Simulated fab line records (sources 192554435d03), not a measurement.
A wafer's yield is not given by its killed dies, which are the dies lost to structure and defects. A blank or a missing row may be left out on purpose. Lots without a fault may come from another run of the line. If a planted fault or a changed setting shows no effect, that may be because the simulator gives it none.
Problem report, 8D (eight disciplines) form, completed by code / flow n5-finfet / the parts of the form that need people (team, actions taken, sign-off) are left out

== 1. PROBLEM STATEMENT ==
VT_N_LONG at N5_BEOL_M4_RC_MEAS_101 reads a mean of 294.7 mV on 6 wafers of 2 lots; wafers without a fault read 275.2 mV with a standard deviation of 1.9. Measured from the usual mean, that is +10 standard deviations.
Earliest sighting: wafer L762.1 on prober-01 at day 9 07:28. The record has a number at this step for 27 wafers belonging to 9 lots. Rule for "out", or "out of limits": more than 4 standard deviations from the usual mean. All remaining wafers that have a number are taken as sound.

== 2. WHAT IT IS, WHAT IT ISN'T ==
question=which readings at this step | is=VT_N_LONG, IOFF_N_LIN, IOFF_N_LONG, ION_N, VT_N, VT_N_LVT | is not=DIBL_N, DIBL_P, SS_P
question=which lots | is=L762, L763 | is not=L758, L759, L760, L775, L777, L778, L779
question=which wafers of those lots | is=all that have a number | is not=-
question=read on which gauges | is=prober-01, prober-02 | is not=-
question=when | is=from day 9 07:28 | is not=up to then (9 sound wafers); but 12 sound wafers of L775, L777, L778, L779 came after

== 3. THE SUSPECTS, EACH WITH WHAT RULES IT OUT ==
Counting: a tool at a process step up to the reading stays a suspect if it ran every lot that is out and no sound lot after the first of them.
- the gauge at N5_BEOL_M4_RC_MEAS_101 has been ruled out. 2 gauges (prober-01, prober-02) read the wafers that are out.
- ald-metal-04 at N5_HKMG_FIN_NWFM_ALD_20 (deposits TiAlC, target thk 2 nm, pulse time 3 s, purge time 2 s): ruled out as a lasting fault. Following L762 (day 5 17:16), the first lot on it that is out, the sound lots L777, L779, L778 were run on it.
Left after counting: nothing in the record.

== 4. THE CAUSE (what the simulator had put in) ==
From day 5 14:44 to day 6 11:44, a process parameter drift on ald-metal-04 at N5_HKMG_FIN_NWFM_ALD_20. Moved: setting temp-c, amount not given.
The count ruled it out by mistake, since the rule takes a fault to strike every lot its tool runs from the start of the fault on, and this one did not do so.

== 5. THE CHAIN OF EFFECTS, in route order ==
One row per reading whose mean, taken over the struck wafers that have a number, lies over 3 standard deviations from the usual. Scope: only readings with a usual standard deviation given in the record; hours: median across lots of the time from each lot's start at the first step in this table that gives one to its start at this step; sigmas: change in usual standard deviations.
hours=0; step=N5_HKMG_FIN_NWFM_ALD_20; reading=susceptor-temp-C; usual=300.03 C; on struck wafers=288.50; change=-11.53; sigmas=-58
hours=89; step=N5_BEOL_M4_RC_MEAS_101; reading=IOFF_N; usual=0.154 nA/um; on struck wafers=0.071; change=-0.083; sigmas=-3.8
hours=89; step=N5_BEOL_M4_RC_MEAS_101; reading=IOFF_N_85C; usual=3.0 nA/um; on struck wafers=1.6; change=-1.4; sigmas=-4.0
hours=89; step=N5_BEOL_M4_RC_MEAS_101; reading=IOFF_N_LIN; usual=0.072 nA/um; on struck wafers=0.034; change=-0.038; sigmas=-4.3
hours=89; step=N5_BEOL_M4_RC_MEAS_101; reading=IOFF_N_LONG; usual=5.47e-05 nA/um; on struck wafers=3.77e-05; change=-1.70e-05; sigmas=-6.5
hours=89; step=N5_BEOL_M4_RC_MEAS_101; reading=IOFF_P_LONG; usual=0.000102 nA/um; on struck wafers=0.000126; change=+0.000024; sigmas=+3.2
hours=89; step=N5_BEOL_M4_RC_MEAS_101; reading=ION_N; usual=675 uA/um; on struck wafers=632; change=-43; sigmas=-4.8
hours=89; step=N5_BEOL_M4_RC_MEAS_101; reading=VT_N; usual=250.0 mV; on struck wafers=270.4; change=+20.4; sigmas=+7.6
hours=89; step=N5_BEOL_M4_RC_MEAS_101; reading=VT_N_LONG; usual=275.2 mV; on struck wafers=294.7; change=+19.5; sigmas=+10
hours=89; step=N5_BEOL_M4_RC_MEAS_101; reading=VT_N_LVT; usual=98.5 mV; on struck wafers=117.4; change=+18.9; sigmas=+6.7
hours=89; step=N5_BEOL_M4_RC_MEAS_101; reading=VT_P_LVT; usual=-99.6 mV; on struck wafers=-92.6; change=+7.0; sigmas=+3.7
hours=196; step=N5_PASSIVATION_PROBE_49; reading=sort-n-pass; usual=1072; on struck wafers=929; change=-143; sigmas=-9.0
hours=196; step=N5_PASSIVATION_PROBE_49; reading=sort-yield-pct; usual=90.9 %; on struck wafers=78.7; change=-12.2; sigmas=-9.4
Its process steps:
- N5_HKMG_FIN_NWFM_ALD_20: deposits TiAlC, target thk 2 nm, pulse time 3 s, purge time 2 s.
- N5_PASSIVATION_PROBE_49

== 6. WHAT WOULD HAVE CAUGHT IT SOONER ==
The first out-of-limits reading at a measuring or inspecting step in this record came at day 9 07:28, 89 hours after the fault's start at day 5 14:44.
The tool's own readings at N5_HKMG_FIN_NWFM_ALD_20 were out on every struck wafer that the step has a row for (susceptor-temp-C): an alarm limit on them would have fired on the first of those.
